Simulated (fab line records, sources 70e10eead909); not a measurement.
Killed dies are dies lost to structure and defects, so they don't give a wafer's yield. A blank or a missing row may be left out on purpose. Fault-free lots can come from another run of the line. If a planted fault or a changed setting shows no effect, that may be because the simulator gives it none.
The tool behind it: which one? -- flow nand harc -- route of 1159 steps, sampled at 1 step: 13 lots, 39 wafers

## WHAT EACH GAUGE READ, for each wafer
NHARC_A_SGD_CUT_CD_MEAS_09 targets a cd of 100 nm.
lot,measured,on,cd nm (nm)
L709,day 13 12:13,cd sem-01,101.1 100.2 100.1
L710,day 14 04:31,cd sem-02,100.2 99.7 101.0
L712,day 14 04:56,cd sem-01,99.8 99.7 99.9
L715,day 14 09:07,cd sem-03,99.7 100.7 100.3
L714,day 14 09:22,cd sem-02,100.2 100.4 99.3
L713,day 14 21:06,cd sem-03,99.9 100.7 100.3
L718,day 16 06:40,cd sem-03,100.6 100.2 100.4
L724,day 17 17:48,cd sem-02,99.6 99.1 99.3
L727,day 18 06:44,cd sem-02,100.6 100.8 100.4
L726,day 18 07:09,cd sem-02,100.2 100.2 99.6
L730,day 19 03:08,cd sem-02,100.0 100.3 100.0
L728,day 19 16:06,cd sem-02,100.0 100.4 99.8
L731,day 19 16:13,cd sem-02,100.2 99.9 100.1

## WHAT TOOL EACH LOT RAN ON (gives the tool, then ch and the chambers of the sampled wafers, and finally the start)
Before these readings, the record contains no process step.

## WHAT THE TOOLS THEMSELVES READ (means of the sampled wafers that have a number; where no wafer has one, the mark that the record gives instead)
The record holds no such reading with a usual standard deviation.

## THE ANSWER, worked out from the rows above alone
Rule: usual is defined by the lots themselves. Put in order of their means at a reading, lots are off if they are a third of the lots or fewer, leave a main group of 4 or more, and stand apart from it by a gap of 3 or more times the standard deviation of the main group's means; of several such gaps the widest counts. If all means in a main group match to the digits the tables above print for the reading, that group is not used. A lot without any number at a reading at which 4 lots or more have one is off too. The other lots that the step has rows for count as sound. Order of review: gauges by route order, followed by the tools' own readings, for which a lot's mean as printed above is used. At the first step where some lot is off, the reading lying furthest off is the one used; lots without a number count as furthest.
Across all readings shown, no lot is off: no conclusion can be drawn from this.

## WHAT THE SIMULATOR PUT IN
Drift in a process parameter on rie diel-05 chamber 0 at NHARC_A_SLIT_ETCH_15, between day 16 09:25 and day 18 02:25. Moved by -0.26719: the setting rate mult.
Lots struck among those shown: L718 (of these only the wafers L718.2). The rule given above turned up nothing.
